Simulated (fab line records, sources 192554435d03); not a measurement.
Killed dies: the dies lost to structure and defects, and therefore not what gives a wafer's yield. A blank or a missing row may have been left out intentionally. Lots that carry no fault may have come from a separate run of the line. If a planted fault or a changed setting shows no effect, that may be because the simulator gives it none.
Which tool was responsible? || flow n5 finfet || 72 wafers from 24 lots sampled at 3 of the route's 1938 steps

WHAT THE GAUGES SHOWED, per wafer
N5_BEOL_M15_THK_MEAS_01.
{"lot": "L074", "measured": "day 11 07:31", "on": "film metro-01", "M15_ILD_THK (nm)": "1616 1640 1644"}
{"lot": "L075", "measured": "day 12 09:11", "on": "film metro-01", "M15_ILD_THK (nm)": "1635 1634 1666"}
{"lot": "L076", "measured": "day 12 09:26", "on": "film metro-01", "M15_ILD_THK (nm)": "1595 1621 1636"}
{"lot": "L079", "measured": "day 12 11:53", "on": "film metro-01", "M15_ILD_THK (nm)": "1600 1619 1650"}
{"lot": "L077", "measured": "day 12 16:38", "on": "film metro-02", "M15_ILD_THK (nm)": "1609 1619 1617"}
{"lot": "L078", "measured": "day 12 20:38", "on": "film metro-02", "M15_ILD_THK (nm)": "1656 1665 1618"}
{"lot": "L080", "measured": "day 13 01:27", "on": "film metro-02", "M15_ILD_THK (nm)": "1596 1569 1614"}
{"lot": "L081", "measured": "day 13 12:23", "on": "film metro-02", "M15_ILD_THK (nm)": "1614 1635 1658"}
{"lot": "L082", "measured": "day 13 19:00", "on": "film metro-01", "M15_ILD_THK (nm)": "1594 1648 1642"}
{"lot": "L083", "measured": "day 14 00:45", "on": "film metro-02", "M15_ILD_THK (nm)": "1644 1641 1613"}
{"lot": "L084", "measured": "day 14 11:16", "on": "film metro-01", "M15_ILD_THK (nm)": "1627 1645 1613"}
{"lot": "L086", "measured": "day 14 15:05", "on": "film metro-01", "M15_ILD_THK (nm)": "1616 1635 1617"}
{"lot": "L085", "measured": "day 14 23:20", "on": "film metro-01", "M15_ILD_THK (nm)": "1599 1642 1630"}
{"lot": "L088", "measured": "day 14 23:28", "on": "film metro-02", "M15_ILD_THK (nm)": "1631 1656 1661"}
{"lot": "L087", "measured": "day 15 03:21", "on": "film metro-01", "M15_ILD_THK (nm)": "1634 1609 1693"}
{"lot": "L090", "measured": "day 15 16:24", "on": "film metro-01", "M15_ILD_THK (nm)": "1665 1642 1657"}
{"lot": "L089", "measured": "day 16 00:14", "on": "film metro-01", "M15_ILD_THK (nm)": "1625 1634 1639"}
{"lot": "L092", "measured": "day 16 02:42", "on": "film metro-02", "M15_ILD_THK (nm)": "1598 1619 1612"}
{"lot": "L091", "measured": "day 16 05:13", "on": "film metro-02", "M15_ILD_THK (nm)": "1639 1642 1637"}
{"lot": "L093", "measured": "day 16 10:58", "on": "film metro-01", "M15_ILD_THK (nm)": "1634 1649 1643"}
{"lot": "L094", "measured": "day 16 20:34", "on": "film metro-01", "M15_ILD_THK (nm)": "1606 1582 1622"}
{"lot": "L096", "measured": "day 17 11:05", "on": "film metro-02", "M15_ILD_THK (nm)": "1623 1635 1642"}
{"lot": "L095", "measured": "day 17 12:13", "on": "film metro-02", "M15_ILD_THK (nm)": "1627 1584 1650"}
{"lot": "L097", "measured": "day 17 15:10", "on": "film metro-02", "M15_ILD_THK (nm)": "1620 1665 1642"}

N5_BEOL_M15_OVL_MEAS_29.
{"lot": "L074", "measured": "day 11 09:41", "on": "overlay-02", "M15_OVL (nm)": "3 -1 -2"}
{"lot": "L075", "measured": "day 12 11:17", "on": "overlay-02", "M15_OVL (nm)": "6 -3 -1"}
{"lot": "L076", "measured": "day 12 11:28", "on": "overlay-02", "M15_OVL (nm)": "4 -2 -11"}
{"lot": "L079", "measured": "day 12 13:49", "on": "overlay-01", "M15_OVL (nm)": "2 -4 -9"}
{"lot": "L077", "measured": "day 12 18:35", "on": "overlay-02", "M15_OVL (nm)": "-7 -7 -6"}
{"lot": "L078", "measured": "day 12 22:40", "on": "overlay-02", "M15_OVL (nm)": "-6 1 -6"}
{"lot": "L080", "measured": "day 13 03:26", "on": "overlay-01", "M15_OVL (nm)": "-2 2 0"}
{"lot": "L081", "measured": "day 13 14:18", "on": "overlay-01", "M15_OVL (nm)": "-4 0 -5"}
{"lot": "L082", "measured": "day 13 20:55", "on": "overlay-02", "M15_OVL (nm)": "-4 -7 0"}
{"lot": "L083", "measured": "day 14 02:43", "on": "overlay-01", "M15_OVL (nm)": "9 12 2"}
{"lot": "L084", "measured": "day 14 13:13", "on": "overlay-01", "M15_OVL (nm)": "6 4 -1"}
{"lot": "L086", "measured": "day 14 17:01", "on": "overlay-01", "M15_OVL (nm)": "8 3 11"}
{"lot": "L085", "measured": "day 15 01:17", "on": "overlay-01", "M15_OVL (nm)": "-2 -5 3"}
{"lot": "L088", "measured": "day 15 01:34", "on": "overlay-01", "M15_OVL (nm)": "-8 -4 -4"}
{"lot": "L087", "measured": "day 15 05:37", "on": "overlay-01", "M15_OVL (nm)": "0 -7 2"}
{"lot": "L090", "measured": "day 15 18:19", "on": "overlay-02", "M15_OVL (nm)": "1 5 1"}
{"lot": "L089", "measured": "day 16 02:17", "on": "overlay-02", "M15_OVL (nm)": "-9 -6 -1"}
{"lot": "L092", "measured": "day 16 04:55", "on": "overlay-02", "M15_OVL (nm)": "-4 -1 1"}
{"lot": "L091", "measured": "day 16 07:15", "on": "overlay-02", "M15_OVL (nm)": "3 7 3"}
{"lot": "L093", "measured": "day 16 12:55", "on": "overlay-02", "M15_OVL (nm)": "-7 8 4"}
{"lot": "L094", "measured": "day 16 22:22", "on": "overlay-02", "M15_OVL (nm)": "0 2 -14"}
{"lot": "L096", "measured": "day 17 12:53", "on": "overlay-02", "M15_OVL (nm)": "-10 -2 -3"}
{"lot": "L095", "measured": "day 17 14:20", "on": "overlay-02", "M15_OVL (nm)": "1 5 6"}
{"lot": "L097", "measured": "day 17 17:13", "on": "overlay-01", "M15_OVL (nm)": "4 3 7"}

EACH LOT AND THE TOOL THAT RAN IT (in order: tool; ch and the chambers of the sampled wafers; start)
{"lot": "L074", "N5_BEOL_M15_STRIP_64": "rie diel-01 ch 0,1,3, day 11 09:41 or earlier"}
{"lot": "L075", "N5_BEOL_M15_STRIP_64": "rie diel-04 ch 0,1, day 12 11:17 or earlier"}
{"lot": "L076", "N5_BEOL_M15_STRIP_64": "rie diel-01 ch 0,1,3, day 12 11:28 or earlier"}
{"lot": "L079", "N5_BEOL_M15_STRIP_64": "rie diel-03 ch 1,2, day 12 13:49 or earlier"}
{"lot": "L077", "N5_BEOL_M15_STRIP_64": "rie diel-03 ch 1,2,3, day 12 18:35 or earlier"}
{"lot": "L078", "N5_BEOL_M15_STRIP_64": "rie diel-04 ch 0,2, day 12 22:40 or earlier"}
{"lot": "L080", "N5_BEOL_M15_STRIP_64": "rie diel-01 ch 0,2, day 13 03:26 or earlier"}
{"lot": "L081", "N5_BEOL_M15_STRIP_64": "rie diel-04 ch 1,2, day 13 14:18 or earlier"}
{"lot": "L082", "N5_BEOL_M15_STRIP_64": "rie diel-03 ch 1,3, day 13 20:55 or earlier"}
{"lot": "L083", "N5_BEOL_M15_STRIP_64": "rie diel-01 ch 2,3, day 14 02:43 or earlier"}
{"lot": "L084", "N5_BEOL_M15_STRIP_64": "rie diel-01 ch 1,2, day 14 13:13 or earlier"}
{"lot": "L086", "N5_BEOL_M15_STRIP_64": "rie diel-04 ch 0,1,3, day 14 17:01 or earlier"}
{"lot": "L085", "N5_BEOL_M15_STRIP_64": "rie diel-04 ch 2,3, day 15 01:17 or earlier"}
{"lot": "L088", "N5_BEOL_M15_STRIP_64": "rie diel-03 ch 1,2,3, day 15 01:34 or earlier"}
{"lot": "L087", "N5_BEOL_M15_STRIP_64": "rie diel-04 ch 0,2, day 15 05:37 or earlier"}
{"lot": "L090", "N5_BEOL_M15_STRIP_64": "rie diel-04 ch 1,2, day 15 18:19 or earlier"}
{"lot": "L089", "N5_BEOL_M15_STRIP_64": "rie diel-04 ch 1,2,3, day 16 02:17 or earlier"}
{"lot": "L092", "N5_BEOL_M15_STRIP_64": "rie diel-04 ch 0,1, day 16 04:55 or earlier"}
{"lot": "L091", "N5_BEOL_M15_STRIP_64": "rie diel-01 ch 0,3, day 16 07:15 or earlier"}
{"lot": "L093", "N5_BEOL_M15_STRIP_64": "rie diel-01 ch 0,1,2, day 16 12:55 or earlier"}
{"lot": "L094", "N5_BEOL_M15_STRIP_64": "rie diel-03 ch 0,1,3, day 16 22:22 or earlier"}
{"lot": "L096", "N5_BEOL_M15_STRIP_64": "rie diel-03 ch 0,1, day 17 12:53 or earlier"}
{"lot": "L095", "N5_BEOL_M15_STRIP_64": "rie diel-03 ch 0,1,3, day 17 14:20 or earlier"}
{"lot": "L097", "N5_BEOL_M15_STRIP_64": "rie diel-04 ch 0,1,3, day 17 17:13 or earlier"}
- N5_BEOL_M15_STRIP_64: strips in O2.

WHAT THE TOOLS THEMSELVES READ (means of the sampled wafers that have a number; where no wafer has one, the mark that the record gives instead)
N5_BEOL_M15_STRIP_64.
{"lot": "L074", "tool": "rie diel-01", "drypump motor current A (A)": 5.6, "oes product au (a.u.)": 0.85, "rf vpp V (V)": 3.4, "showerhead plenum p Torr (Torr)": 2.12, "temp c (C)": 60.02, "throttle valve pct (%)": 16.49}
{"lot": "L075", "tool": "rie diel-04", "drypump motor current A (A)": 5.4, "oes product au (a.u.)": 0.79, "rf vpp V (V)": 3.6, "showerhead plenum p Torr (Torr)": 2.15, "temp c (C)": 59.95, "throttle valve pct (%)": 16.74}
{"lot": "L076", "tool": "rie diel-01", "drypump motor current A (A)": 5.6, "oes product au (a.u.)": 0.85, "rf vpp V (V)": 3.4, "showerhead plenum p Torr (Torr)": 2.12, "temp c (C)": 59.87, "throttle valve pct (%)": 16.50}
{"lot": "L079", "tool": "rie diel-03", "drypump motor current A (A)": 5.7, "oes product au (a.u.)": 0.71, "rf vpp V (V)": 3.8, "showerhead plenum p Torr (Torr)": 2.11, "temp c (C)": 60.01, "throttle valve pct (%)": 16.83}
{"lot": "L077", "tool": "rie diel-03", "drypump motor current A (A)": 6.0, "oes product au (a.u.)": 0.76, "rf vpp V (V)": 3.9, "showerhead plenum p Torr (Torr)": 2.16, "temp c (C)": 60.00, "throttle valve pct (%)": 16.69}
{"lot": "L078", "tool": "rie diel-04", "drypump motor current A (A)": 5.6, "oes product au (a.u.)": 0.81, "rf vpp V (V)": 3.7, "showerhead plenum p Torr (Torr)": 2.13, "temp c (C)": 60.03, "throttle valve pct (%)": 16.71}
{"lot": "L080", "tool": "rie diel-01", "drypump motor current A (A)": 6.4, "oes product au (a.u.)": 0.89, "rf vpp V (V)": 3.9, "showerhead plenum p Torr (Torr)": 2.11, "temp c (C)": 60.01, "throttle valve pct (%)": 16.59}
{"lot": "L081", "tool": "rie diel-04", "drypump motor current A (A)": 5.6, "oes product au (a.u.)": 0.90, "rf vpp V (V)": 3.8, "showerhead plenum p Torr (Torr)": 2.10, "temp c (C)": 59.94, "throttle valve pct (%)": 16.53}
{"lot": "L082", "tool": "rie diel-03", "drypump motor current A (A)": 6.3, "oes product au (a.u.)": 0.80, "rf vpp V (V)": 3.7, "showerhead plenum p Torr (Torr)": 2.21, "temp c (C)": 60.05, "throttle valve pct (%)": 16.57}
{"lot": "L083", "tool": "rie diel-01", "drypump motor current A (A)": 6.3, "oes product au (a.u.)": 0.79, "rf vpp V (V)": 3.6, "showerhead plenum p Torr (Torr)": 2.03, "temp c (C)": 59.96, "throttle valve pct (%)": 16.58}
{"lot": "L084", "tool": "rie diel-01", "drypump motor current A (A)": 5.3, "oes product au (a.u.)": 0.88, "rf vpp V (V)": 3.7, "showerhead plenum p Torr (Torr)": 2.10, "temp c (C)": 60.07, "throttle valve pct (%)": 16.62}
{"lot": "L086", "tool": "rie diel-04", "drypump motor current A (A)": 5.9, "oes product au (a.u.)": 0.86, "rf vpp V (V)": 3.2, "showerhead plenum p Torr (Torr)": 2.17, "temp c (C)": 60.08, "throttle valve pct (%)": 16.54}
{"lot": "L085", "tool": "rie diel-04", "drypump motor current A (A)": 6.3, "oes product au (a.u.)": 0.93, "rf vpp V (V)": 4.1, "showerhead plenum p Torr (Torr)": 2.12, "temp c (C)": 60.00, "throttle valve pct (%)": 16.40}
{"lot": "L088", "tool": "rie diel-03", "drypump motor current A (A)": 6.0, "oes product au (a.u.)": 0.74, "rf vpp V (V)": 3.4, "showerhead plenum p Torr (Torr)": 2.16, "temp c (C)": 60.02, "throttle valve pct (%)": 16.74}
{"lot": "L087", "tool": "rie diel-04", "drypump motor current A (A)": 5.9, "oes product au (a.u.)": 0.85, "rf vpp V (V)": 3.7, "showerhead plenum p Torr (Torr)": 2.09, "temp c (C)": 60.02, "throttle valve pct (%)": 16.64}
{"lot": "L090", "tool": "rie diel-04", "drypump motor current A (A)": 5.6, "oes product au (a.u.)": 0.88, "rf vpp V (V)": 3.1, "showerhead plenum p Torr (Torr)": 2.10, "temp c (C)": 59.95, "throttle valve pct (%)": 16.55}
{"lot": "L089", "tool": "rie diel-04", "drypump motor current A (A)": 6.1, "oes product au (a.u.)": 0.89, "rf vpp V (V)": 3.2, "showerhead plenum p Torr (Torr)": 2.13, "temp c (C)": 60.04, "throttle valve pct (%)": 16.44}
{"lot": "L092", "tool": "rie diel-04", "drypump motor current A (A)": 5.4, "oes product au (a.u.)": 0.76, "rf vpp V (V)": 3.4, "showerhead plenum p Torr (Torr)": 2.14, "temp c (C)": 60.08, "throttle valve pct (%)": 16.78}
{"lot": "L091", "tool": "rie diel-01", "drypump motor current A (A)": 6.0, "oes product au (a.u.)": 0.81, "rf vpp V (V)": 3.3, "showerhead plenum p Torr (Torr)": 2.14, "temp c (C)": 60.06, "throttle valve pct (%)": 16.51}
{"lot": "L093", "tool": "rie diel-01", "drypump motor current A (A)": 5.7, "oes product au (a.u.)": 0.86, "rf vpp V (V)": 3.7, "showerhead plenum p Torr (Torr)": 2.13, "temp c (C)": 59.97, "throttle valve pct (%)": 16.61}
{"lot": "L094", "tool": "rie diel-03", "drypump motor current A (A)": 5.9, "oes product au (a.u.)": 0.73, "rf vpp V (V)": 3.5, "showerhead plenum p Torr (Torr)": 2.13, "temp c (C)": 59.97, "throttle valve pct (%)": 16.68}
{"lot": "L096", "tool": "rie diel-03", "drypump motor current A (A)": 5.4, "oes product au (a.u.)": 0.69, "rf vpp V (V)": 3.4, "showerhead plenum p Torr (Torr)": 2.05, "temp c (C)": 59.99, "throttle valve pct (%)": 16.77}
{"lot": "L095", "tool": "rie diel-03", "drypump motor current A (A)": 5.9, "oes product au (a.u.)": 0.72, "rf vpp V (V)": 3.7, "showerhead plenum p Torr (Torr)": 2.13, "temp c (C)": 59.98, "throttle valve pct (%)": 16.70}
{"lot": "L097", "tool": "rie diel-04", "drypump motor current A (A)": 5.9, "oes product au (a.u.)": 0.82, "rf vpp V (V)": 4.2, "showerhead plenum p Torr (Torr)": 2.16, "temp c (C)": 59.93, "throttle valve pct (%)": 16.59}

THE ANSWER, worked out from the rows above alone
Rule: the usual values come from the lots themselves. The widest of any qualifying gaps counts: lots, ordered by their means at a reading, are off when they make up no more than a third of the lots, leave a main group of 4 or more, and stand apart from it by 3 or more times the standard deviation of that group's means. The tables above print the reading to a certain number of digits; a main group whose means all agree to those digits is not used. Also off: a lot with no number at a reading for which 4 or more lots have one. All remaining lots with rows at the step are treated as sound. Order of review: gauges by route order, followed by the tools' own readings, for which a lot's mean as printed above is used. At the first step where some lot is off, the reading lying furthest off is the one used; lots without a number count as furthest.
No lot is off on any of the readings shown, so nothing can be concluded from this.

WHAT THE SIMULATOR PUT IN
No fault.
